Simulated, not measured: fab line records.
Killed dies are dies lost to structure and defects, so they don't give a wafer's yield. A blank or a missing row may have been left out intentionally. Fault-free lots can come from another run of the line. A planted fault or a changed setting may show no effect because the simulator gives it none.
fab line records -- flow nand_harc
record lots=12, wafers=36, last_day=24
route steps=1159 shown A_STAIRCASE@615 END@1159
lots untouched by any fault: they come from a run of this same line in which no faults occurred
start_h: hours from the record's first day to the start of the lot's first wafer shown -- wait_h: hours since the lot's step before -- " identical to the entry in the row above -- L1.1+2: a row that stands for several wafers -- - no value present, or no start provided -- * or withheld: withheld -- < > ~ a bound
route shown NAME@n: a module of which the file shows steps, and the number in the route of the first -- usual: mean/standard deviation of fault-free wafers -- same: alike in all rows -- chamber/n: place in a boat -- sites: the reading at each site -- _std_site: the values' standard deviation -- _edge_site: mean of outer sites minus mean of inner sites -- radius_mm: how far each site lies from the wafer's centre -- mask NAME#n: copy n -- behind: tool/chamber where the wafer was last shaped -- hold: the reason the lot was held/the length of the hold in hours/how it ended -- device: the n, p or np transistor that did not switch -- end of line: the route-end tests of the same wafers -- for a step that has no rows: nothing shown but its recipe -- killed: count of dies lost to structure and defects at first sort (not the wafer's yield) -- map: the dies of a wafer, with x for killed, . for not killed, _ for no die there
set.NAME: the run value of the setting; set.NAME@STEP: its run value at that earlier step -- model.NAME: the simulator's own value behind a step, which no gauge read
steps of the route over a sample of lots; a table a step, a row a wafer
services: the hour from which a tool's chamber was out of use, counted from the record's first day as start_h (under 0 if before that day), plus the number of hours and why
## steps
# step NHARC_A_STAIRCASE_ETCH_221
# recipe target_depth_a=1000, time_s=40.5, ion_energy_ev=400, c4f8_flow_sccm=20, o2_flow_sccm=10, ar_flow_sccm=withheld, rf_w=600, bias_w=1000, chemistry=C4F8/O2
# usual oes_product_au=0.941/0.013, rf_vpp_V=894/5.7
# same time_s=40.5
lot.wafer,tool,chamber,start_h,wait_h,oes_product_au,rf_hours_counter_h,rf_vpp_V
L546.2,rie_diel-04,3,-,-,0.938,47,899
L546.4,rie_diel-04,1,-,-,0.951,44,892
L546.6,rie_diel-04,0,-,-,0.945,-,888
L548.2,rie_diel-04,2,-,-,0.967,51,894
L548.3,rie_diel-04,3,-,-,0.946,49,902
L548.5,rie_diel-04,1,-,-,0.949,-,891
L550.3,rie_diel-11,2,-,-,0.954,29,902
L550.6,rie_diel-11,3,-,-,0.947,-,904
L550.5,rie_diel-11,0,-,-,0.961,-,887
L549.3,rie_diel-04,3,-,-,0.951,54,901
L549.1,rie_diel-04,1,-,-,0.958,52,890
L549.5,rie_diel-04,2,-,-,0.960,-,894
L555.3,rie_diel-04,2,-,-,0.932,2,894
L555.2,rie_diel-04,3,-,-,0.943,2,901
L555.4,rie_diel-04,0,-,-,0.931,-,891
L557.1,rie_diel-04,3,-,-,0.939,7,899
L557.3,rie_diel-04,1,-,-,0.968,2,891
L557.5,rie_diel-04,2,-,-,0.930,-,892
L556.2,rie_diel-04,2,-,-,0.922,13,893
L556.3,rie_diel-04,3,-,-,0.935,14,900
L556.4,rie_diel-04,0,-,-,0.928,14,888
L565.2,rie_diel-11,0,-,-,0.954,62,886
L565.3,rie_diel-11,1,-,-,0.952,65,888
L565.6,rie_diel-11,3,-,-,0.940,-,904
L566.3,rie_diel-12,3,-,-,0.946,50,901
L566.1,rie_diel-12,1,-,-,0.939,49,889
L566.5,rie_diel-12,3,-,-,0.939,-,899
L564.1,rie_diel-11,0,-,-,0.936,65,888
L564.2,rie_diel-11,3,-,-,0.931,63,904
L564.6,rie_diel-11,1,-,-,0.936,-,888
L569.2,rie_diel-04,1,-,-,0.943,28,891
L569.3,rie_diel-04,0,-,-,0.940,32,888
L569.6,rie_diel-04,1,-,-,0.946,-,891
L567.4,rie_diel-11,2,-,-,0.944,4,901
L567.2,rie_diel-11,3,-,-,0.940,2,903
L567.3,rie_diel-11,1,-,-,0.928,4,888
# step NHARC_A_STAIRCASE_TRIM_224
# recipe time_s=211.2, o2_flow_sccm=500, ar_flow_sccm=0, bias_w=0, chemistry=O2
# usual drypump_motor_current_A=5.6/0.49, oes_product_au=1.002/0.0071, rf_vpp_V=57.6/0.87, showerhead_plenum_p_Torr=3.49/0.16, throttle_valve_pct=17.037/0.0083
# same time_s=211.2
lot.wafer,tool,chamber,start_h,wait_h,drypump_motor_current_A,oes_product_au,rf_hours_counter_h,rf_vpp_V,showerhead_plenum_p_Torr,throttle_valve_pct
L546.4,rie_diel-04,3,-,-,5.3,0.995,47,57.9,3.66,17.024
L546.2,rie_diel-04,1,-,-,6.2,0.989,45,58.0,3.41,17.034
L546.6,rie_diel-04,3,-,-,5.3,0.997,-,58.0,3.66,17.039
L548.3,rie_diel-04,2,-,-,5.7,1.009,51,56.5,3.46,17.037
L548.2,rie_diel-04,3,-,-,5.3,1.006,50,59.5,3.66,17.033
L548.5,rie_diel-04,0,-,-,5.0,1.012,-,57.9,3.33,17.046
L550.3,rie_diel-11,1,-,-,6.4,1.004,30,56.4,3.36,17.059
L550.6,rie_diel-11,3,-,-,5.9,1.001,-,60.2,3.75,17.032
L550.5,rie_diel-11,0,-,-,5.0,1.004,-,56.6,3.30,17.040
L549.3,rie_diel-04,0,-,-,5.0,1.005,27,55.5,3.33,17.020
L549.1,rie_diel-04,1,-,-,6.2,0.995,52,57.8,3.41,17.022
L549.5,rie_diel-04,0,-,-,5.0,1.003,-,58.1,3.33,17.040
L555.2,rie_diel-04,3,-,-,5.3,0.998,3,58.9,3.65,17.030
L555.3,rie_diel-04,0,-,-,5.1,1.006,3,57.7,3.32,17.043
L555.4,rie_diel-04,0,-,-,5.0,1.002,-,56.8,3.32,17.041
L557.1,rie_diel-04,1,-,-,6.2,0.993,2,56.9,3.40,17.029
L557.3,rie_diel-04,2,-,-,5.7,0.997,7,57.9,3.45,17.030
L557.5,rie_diel-04,2,-,-,5.7,0.997,-,57.4,3.45,17.042
L556.3,rie_diel-04,2,-,-,5.7,1.007,13,56.9,3.44,17.046
L556.4,rie_diel-04,3,-,-,5.3,1.001,15,58.8,3.65,17.039
L556.2,rie_diel-04,0,-,-,5.0,1.004,14,58.2,3.32,17.039
L565.2,rie_diel-11,0,-,-,5.1,1.003,62,57.2,3.29,17.046
L565.3,rie_diel-11,1,-,-,6.4,1.011,66,58.2,3.34,17.035
L565.6,rie_diel-11,3,-,-,6.0,1.006,-,58.1,3.74,17.033
L566.3,rie_diel-12,1,-,-,5.0,0.987,49,57.5,3.35,17.023
L566.1,rie_diel-12,3,-,-,6.0,0.992,50,57.6,3.64,17.039
L566.5,rie_diel-12,1,-,-,5.0,0.980,-,56.8,3.35,17.023
L564.2,rie_diel-11,1,-,-,6.4,1.012,68,58.1,3.34,17.038
L564.1,rie_diel-11,3,-,-,6.0,1.011,63,57.4,3.74,17.039
L564.6,rie_diel-11,0,-,-,5.1,1.002,-,57.4,3.28,17.043
L569.2,rie_diel-04,2,-,-,5.7,1.002,33,56.8,3.43,17.044
L569.3,rie_diel-04,1,-,-,6.2,1.000,28,55.8,3.39,17.033
L569.6,rie_diel-04,0,-,-,5.0,1.000,-,56.5,3.31,17.044
L567.4,rie_diel-11,3,-,-,5.9,0.998,3,58.0,3.73,17.030
L567.2,rie_diel-11,1,-,-,6.4,1.007,4,57.5,3.34,17.048
L567.3,rie_diel-11,2,-,-,4.8,0.996,4,58.0,3.67,17.047
# step NHARC_A_STAIRCASE_ETCH_227
# recipe target_depth_a=1000, time_s=40.5, ion_energy_ev=400, c4f8_flow_sccm=20, o2_flow_sccm=10, ar_flow_sccm=withheld, rf_w=600, bias_w=1000, chemistry=C4F8/O2
# usual oes_product_au=0.942/0.01, rf_vpp_V=895/5.8
# same time_s=40.5
lot.wafer,tool,chamber,start_h,wait_h,oes_product_au,rf_hours_counter_h,rf_vpp_V
L546.2,rie_diel-04,1,-,-,0.944,45,892
L546.4,rie_diel-04,3,-,-,0.937,48,901
L546.6,rie_diel-04,0,-,-,0.949,-,889
L548.2,rie_diel-04,2,-,-,0.937,51,893
L548.3,rie_diel-04,3,-,-,0.937,50,902
L548.5,rie_diel-04,1,-,-,0.929,-,891
L550.3,rie_diel-11,2,-,-,0.939,30,902
L550.6,rie_diel-11,3,-,-,0.924,-,903
L550.5,rie_diel-11,0,-,-,0.948,-,886
L549.3,rie_diel-04,1,-,-,0.922,53,893
L549.1,rie_diel-04,2,-,-,0.913,56,893
L549.5,rie_diel-04,1,-,-,0.933,-,891
L555.3,rie_diel-04,0,-,-,0.945,3,888
L555.2,rie_diel-04,2,-,-,0.943,3,893
L555.4,rie_diel-04,0,-,-,0.942,-,888
L557.1,rie_diel-04,1,-,-,0.931,2,891
L557.3,rie_diel-04,2,-,-,0.930,7,893
L557.5,rie_diel-04,0,-,-,0.941,-,890
L556.2,rie_diel-04,1,-,-,0.943,9,892
L556.4,rie_diel-04,3,-,-,0.944,15,901
L556.3,rie_diel-04,0,-,-,0.942,14,888
L565.3,rie_diel-11,3,-,-,0.968,60,904
L565.2,rie_diel-11,0,-,-,0.952,62,887
L565.6,rie_diel-11,3,-,-,0.955,-,904
L566.3,rie_diel-12,1,-,-,0.937,49,890
L566.1,rie_diel-12,2,-,-,0.950,49,896
L566.5,rie_diel-12,1,-,-,0.933,-,889
L564.1,rie_diel-11,3,-,-,0.932,63,904
L564.2,rie_diel-11,1,-,-,0.935,68,890
L564.6,rie_diel-11,3,-,-,0.946,-,904
L569.3,rie_diel-04,0,-,-,0.943,32,887
L569.2,rie_diel-04,2,-,-,0.939,34,891
L569.6,rie_diel-04,0,-,-,0.953,-,889
L567.2,rie_diel-11,1,-,-,0.941,5,888
L567.4,rie_diel-11,2,-,-,0.945,5,901
L567.3,rie_diel-11,3,-,-,0.941,3,903
# step NHARC_A_STAIRCASE_ETCH_236
# recipe target_depth_a=1000, time_s=40.5, ion_energy_ev=400, c4f8_flow_sccm=20, o2_flow_sccm=10, ar_flow_sccm=withheld, rf_w=600, bias_w=1000, chemistry=C4F8/O2
# usual oes_product_au=0.943/0.0098, rf_vpp_V=894/5.3
# same time_s=40.5
lot.wafer,tool,chamber,start_h,wait_h,oes_product_au,rf_hours_counter_h,rf_vpp_V
L546.2,rie_diel-04,0,247.72,-,0.954,21,888
L546.4,rie_diel-04,1,247.72,-,0.947,46,891
L546.6,rie_diel-04,0,247.72,-,0.943,-,888
L548.3,rie_diel-04,2,256.39,-,0.937,52,892
L548.2,rie_diel-04,3,256.39,-,0.944,51,901
L548.5,rie_diel-04,2,256.39,-,0.942,-,895
L550.3,rie_diel-12,1,267.82,-,0.928,16,890
L550.6,rie_diel-12,1,267.82,-,0.930,-,889
L550.5,rie_diel-12,2,267.82,-,0.923,-,897
L549.3,rie_diel-04,3,269.76,-,0.942,55,900
L549.1,rie_diel-04,2,269.76,-,0.922,57,893
L549.5,rie_diel-04,0,269.76,-,0.953,-,889
L555.2,rie_diel-04,3,305.21,-,1.120,4,902
L555.3,rie_diel-04,0,305.21,-,1.135,4,887
L555.4,rie_diel-04,2,305.21,-,1.124,-,894
L557.3,rie_diel-12,0,316.62,-,0.938,34,895
L557.1,rie_diel-12,2,316.62,-,0.941,32,897
L557.5,rie_diel-12,3,316.62,-,0.938,-,900
L556.4,rie_diel-04,1,335.02,-,1.131,10,891
L556.3,rie_diel-04,2,335.02,-,1.120,14,892
L556.2,rie_diel-04,3,335.02,-,1.114,16,899
L565.3,rie_diel-11,3,356.08,-,0.955,61,903
L565.2,rie_diel-11,0,356.08,-,0.963,63,887
L565.6,rie_diel-11,3,356.08,-,0.948,-,902
L566.1,rie_diel-12,2,357.79,-,0.944,50,896
L566.3,rie_diel-12,3,357.79,-,0.930,51,900
L566.5,rie_diel-12,3,357.79,-,0.942,-,901
L564.2,rie_diel-11,2,363.03,-,0.941,65,902
L564.1,rie_diel-11,3,363.03,-,0.939,64,903
L564.6,rie_diel-11,2,363.03,-,0.942,-,901
L569.2,rie_diel-11,2,385.45,-,0.926,4,901
L569.3,rie_diel-11,1,385.45,-,0.922,4,890
L569.6,rie_diel-11,2,385.45,-,0.933,-,901
L567.3,rie_diel-12,1,389.83,-,0.946,0,889
L567.4,rie_diel-12,2,389.83,-,0.957,0,895
L567.2,rie_diel-12,0,389.83,-,0.958,0,895
# step NHARC_END_SORT_01
# recipe temp_c=25
# usual killed_at_array=29/11, killed_at_other=0.6/0.92, killed_at_periphery=3.2/2, killed_dies=33/11, killed_open=3.2/2, killed_short=1.9/1.5
# same gross_dies=677
lot.wafer,tool,chamber,start_h,wait_h,hold,killed_at_array,killed_at_other,killed_at_periphery,killed_dies,killed_open,killed_short
L555.2,prober-02,0,493.71,2.8,await_dispo/6.7h/scrap,674,0,3,677,2,4
L555.3,prober-02,0,494.51,3.1,await_dispo/6.7h/scrap,674,1,1,676,4,3
L555.4,prober-02,0,495.32,3.4,await_dispo/6.7h/scrap,672,0,4,676,0,3
L557.1,prober-01,0,500.70,2.5,-,28,2,3,33,3,0
L557.3,prober-01,0,502.30,3.1,-,27,0,6,33,5,3
L557.5,prober-01,0,503.89,3.7,-,36,0,6,42,5,1
L556.2,prober-01,0,520.22,2.8,await_dispo/2.6h/scrap,668,0,7,675,8,2
L556.3,prober-01,0,521.00,3.1,await_dispo/2.6h/scrap,672,0,4,676,7,2
L556.4,prober-01,0,521.79,3.3,await_dispo/2.6h/scrap,673,0,4,677,6,1
L566.1,prober-01,0,562.72,2.5,-,34,2,3,39,2,2
L566.3,prober-01,0,564.35,3.1,-,29,2,2,33,1,8
L566.5,prober-01,0,565.97,3.7,-,28,2,2,32,3,1
L564.1,prober-02,0,570.57,2.5,-,57,1,2,60,3,2
L564.2,prober-02,0,571.37,2.8,-,43,2,2,47,2,0
L564.6,prober-02,0,574.57,4.0,-,52,2,1,55,5,1
L567.2,prober-01,0,572.34,2.8,-,18,0,1,19,3,0
L567.3,prober-01,0,573.14,3.1,-,29,0,3,32,2,2
L567.4,prober-01,0,573.93,3.4,-,28,0,4,32,6,2
L569.2,prober-02,0,579.19,2.8,-,32,0,5,37,0,1
L569.3,prober-02,0,579.98,3.1,-,51,0,6,57,3,5
L569.6,prober-02,0,582.36,4.0,-,47,0,6,53,2,1
# killed by level:class
L555.2 A_STAIRCASE:area_etch=657 A_STAIRCASE:chamber_film_flake=7 A_CHANNEL_FILL_D1:geometric_particle:short=2 P_BONDPAD:chamber_film_flake=2 A_CONTACT:chamber_film_flake=2 A_CHANNEL_HOLE_D1:chamber_film_flake=2 P_ZERO_WELL:geometric_particle:short=1 A_STAIRCASE:geometric_particle:open=1
L555.3 A_STAIRCASE:area_etch=653 A_CHANNEL_HOLE_D1:chamber_film_flake=7 A_STAIRCASE:chamber_film_flake=4 A_CONTACT:geometric_particle:open=3 A_ZERO_WELL:chamber_film_flake=3 A_CHANNEL_FILL_D1:geometric_particle:open=1 A_CHANNEL_FILL_D1:geometric_particle:short=1 A_SGD_CUT:geometric_particle:short=1
L555.4 A_STAIRCASE:area_etch=663 A_CHANNEL_HOLE_D1:chamber_film_flake=2 A_STAIRCASE:chamber_film_flake=2 A_CONTACT:chamber_film_flake=2 P_STI:geometric_particle:short=1 P_CONTACT:geometric_particle:short=1 A_WL_FILL:geometric_particle:short=1 P_ZERO_WELL:chamber_film_flake=1
L557.1 A_SLIT:chamber_film_flake=11 A_STAIRCASE:chamber_film_flake=7 A_CHANNEL_HOLE_D1:chamber_film_flake=5 A_CONTACT:chamber_film_flake=2 THIN_TSV:chamber_film_flake=2 P_M0:geometric_particle:open=1 A_ONON_D1:geometric_particle:open=1 A_CONTACT:geometric_particle:open=1
L557.3 A_SLIT:chamber_film_flake=11 A_CHANNEL_HOLE_D1:chamber_film_flake=3 A_WL_FILL:chamber_film_flake=3 P_M0:geometric_particle:open=2 P_M0:chamber_film_flake=2 A_STAIRCASE:chamber_film_flake=2 A_CONTACT:chamber_film_flake=2 P_CONTACT:geometric_particle:short=1
L557.5 A_SLIT:chamber_film_flake=18 A_CHANNEL_HOLE_D1:chamber_film_flake=5 A_STAIRCASE:chamber_film_flake=4 A_CONTACT:chamber_film_flake=4 P_M0:chamber_film_flake=2 P_STI:geometric_particle:open=1 P_M0:geometric_particle:open=1 A_ONON_D1:geometric_particle:open=1
L556.2 A_STAIRCASE:area_etch=639 A_SLIT:chamber_film_flake=9 P_ZERO_WELL:chamber_film_flake=6 A_CONTACT:chamber_film_flake=6 A_CONTACT:geometric_particle:open=5 A_CHANNEL_HOLE_D1:chamber_film_flake=4 P_M0:geometric_particle:open=1 A_SOURCE_PLATE:geometric_particle:open=1
L556.3 A_STAIRCASE:area_etch=644 A_SLIT:chamber_film_flake=13 A_CHANNEL_HOLE_D1:chamber_film_flake=4 A_WL_FILL:chamber_film_flake=3 A_CONTACT:geometric_particle:open=2 A_CONTACT:chamber_film_flake=2 P_CONTACT:geometric_particle:open=1 P_M0:geometric_particle:open=1
L556.4 A_STAIRCASE:area_etch=636 A_SLIT:chamber_film_flake=17 A_CHANNEL_HOLE_D1:chamber_film_flake=5 A_STAIRCASE:chamber_film_flake=4 A_CONTACT:chamber_film_flake=4 A_CHANNEL_FILL_D1:geometric_particle:open=3 P_ZERO_WELL:chamber_film_flake=3 A_ONON_D1:geometric_particle:open=2
L566.1 A_CHANNEL_HOLE_D1:chamber_film_flake=20 A_STAIRCASE:chamber_film_flake=5 A_CONTACT:chamber_film_flake=5 THIN_TSV:chamber_film_flake=2 P_STI:geometric_particle:short=1 A_CHANNEL_FILL_D1:geometric_particle:open=1 A_STAIRCASE:geometric_particle:short=1 A_M0:geometric_particle:open=1
L566.3 A_CHANNEL_HOLE_D1:chamber_film_flake=17 A_STAIRCASE:chamber_film_flake=4 STARTING-WAFER:geometric_particle:short=2 A_CONTACT:chamber_film_flake=2 P_M0:geometric_particle:short=1 A_CHANNEL_FILL_D1:geometric_particle:short=1 A_SGD_CUT:geometric_particle:short=1 A_WL_FILL:geometric_particle:short=1
L566.5 A_CHANNEL_HOLE_D1:chamber_film_flake=18 A_STAIRCASE:chamber_film_flake=3 A_CONTACT:chamber_film_flake=3 P_STI:chamber_film_flake=2 A_CHANNEL_FILL_D1:geometric_particle:short=1 A_CHANNEL_FILL_D1:geometric_particle:open=1 A_M0:geometric_particle:open=1 STARTING-WAFER:geometric_particle:open=1
L564.1 A_CHANNEL_HOLE_D1:chamber_film_flake=21 A_SLIT:chamber_film_flake=19 A_STAIRCASE:chamber_film_flake=9 A_CONTACT:chamber_film_flake=4 P_M0:geometric_particle:open=1 A_ONON_D1:geometric_particle:short=1 A_WL_FILL:geometric_particle:open=1 A_CONTACT:geometric_particle:open=1
L564.2 A_CHANNEL_HOLE_D1:chamber_film_flake=18 A_SLIT:chamber_film_flake=15 A_STAIRCASE:chamber_film_flake=6 A_CONTACT:chamber_film_flake=3 THIN_TSV:chamber_film_flake=2 P_CONTACT:geometric_particle:open=1 A_BLC:geometric_particle:open=1 P_M1:chamber_film_flake=1
L567.2 A_CONTACT:chamber_film_flake=5 A_CHANNEL_HOLE_D1:chamber_film_flake=4 A_STAIRCASE:chamber_film_flake=3 A_CHANNEL_FILL_D1:chamber_film_flake=2 A_WL_FILL:geometric_particle:open=1 A_CONTACT:geometric_particle:open=1 A_BLC:geometric_particle:open=1 P_GATE:chamber_film_flake=1
L567.3 A_CHANNEL_HOLE_D1:chamber_film_flake=8 A_CONTACT:chamber_film_flake=8 A_STAIRCASE:chamber_film_flake=6 P_STI:chamber_film_flake=2 A_SLIT:chamber_film_flake=2 P_M1:geometric_particle:short=1 A_WL_FILL:geometric_particle:short=1 A_CONTACT:geometric_particle:open=1
L567.4 A_CONTACT:chamber_film_flake=12 A_STAIRCASE:chamber_film_flake=5 A_CHANNEL_HOLE_D1:chamber_film_flake=3 A_CONTACT:geometric_particle:open=2 A_BLC:chamber_film_flake=2 P_M0:geometric_particle:open=1 P_M1:geometric_particle:open=1 P_M2:geometric_particle:open=1
L564.6 A_CHANNEL_HOLE_D1:chamber_film_flake=22 A_SLIT:chamber_film_flake=15 A_CONTACT:chamber_film_flake=5 A_STAIRCASE:chamber_film_flake=4 A_CHANNEL_FILL_D1:geometric_particle:open=2 THIN_TSV:chamber_film_flake=2 A_SOURCE_PLATE:geometric_particle:short=1 A_WL_FILL:geometric_particle:open=1
L569.2 A_SLIT:chamber_film_flake=20 A_CHANNEL_HOLE_D1:chamber_film_flake=6 P_M2:chamber_film_flake=3 A_CONTACT:chamber_film_flake=2 A_BLC:chamber_film_flake=2 A_BLC:geometric_particle:short=1 P_STI:chamber_film_flake=1 P_GATE:chamber_film_flake=1
L569.3 A_SLIT:chamber_film_flake=16 A_CONTACT:chamber_film_flake=14 A_BLC:chamber_film_flake=7 A_STAIRCASE:chamber_film_flake=4 A_CHANNEL_HOLE_D1:chamber_film_flake=3 A_M1:geometric_particle:short=2 P_M2:chamber_film_flake=2 P_CONTACT:geometric_particle:short=1
L569.6 A_SLIT:chamber_film_flake=17 A_CHANNEL_HOLE_D1:chamber_film_flake=10 A_CONTACT:chamber_film_flake=8 A_BLC:chamber_film_flake=5 A_STAIRCASE:chamber_film_flake=4 P_M2:chamber_film_flake=2 A_WL_FILL:chamber_film_flake=2 P_ZERO_WELL:geometric_particle:open=1
## services
tool,chamber,start_h,hours,kind
rie_diel-04,-,222.71,1.2,repair
rie_diel-04,0,243.71,-,clean
rie_diel-04,1,243.71,-,clean
rie_diel-04,2,243.71,-,clean
rie_diel-04,3,243.71,-,clean
rie_diel-04,0,268.25,-,clean
rie_diel-04,1,268.25,-,clean
rie_diel-04,2,268.25,-,clean
rie_diel-04,3,268.25,-,clean
rie_diel-04,-,288.90,9.0,pm
rie_diel-04,0,288.90,9.0,vent_cycle
rie_diel-04,1,288.90,18.3,vent_cycle
rie_diel-04,2,288.90,9.0,vent_cycle
rie_diel-04,3,288.90,9.0,vent_cycle
rie_diel-04,0,297.90,-,clean
rie_diel-04,2,297.90,-,clean
rie_diel-04,3,297.90,-,clean
rie_diel-04,0,323.25,-,clean
rie_diel-04,1,323.25,-,clean
rie_diel-04,2,362.65,7.9,repair
rie_diel-11,2,363.14,3.9,repair
rie_diel-11,-,366.82,9.0,pm
rie_diel-12,-,379.69,9.0,pm
rie_diel-04,3,381.53,3.7,repair
## key
first_sign step=NHARC_A_STAIRCASE_ETCH_236, reading=oes_product_au, direction=up, sigmas=19, usual=0.943, struck=1.124
effect step=NHARC_END_SORT_01, reading=killed_at_array, direction=up, sigmas=60, usual=29, struck=672
more_kills_born_at NHARC_A_STAIRCASE_ETCH_236@rie_diel-04=3892
met_at NHARC_A_STAIRCASE_ETCH_236
struck_lots L555,L556
later_rows_left_out L555.2,L555.3,L555.4,L556.2,L556.3,L556.4
tester_left_out L555,L556
not_acting_at NHARC_A_STAIRCASE_ETCH_221,NHARC_A_STAIRCASE_TRIM_224,NHARC_A_STAIRCASE_ETCH_227
onset_between 269.76 305.21
fault kind=process_parameter_drift, tool=rie_diel-04, chamber=-, onset_h=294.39, steps=NHARC_A_STAIRCASE_ETCH_236, channel=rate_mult, offset=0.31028, shape=step, end_h=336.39
# tester_left_out: of these lots the tester's yield and bins aren't shown, on N5 and GAA mostly nor the transistor test; their killed dies are dies lost to structure and defects alone, not to doping, threshold or leakage, so they don't give the yield
# later_rows_left_out: the simulator's readings of these wafers behind a module that went badly wrong aren't trusted and aren't shown, but for the sort
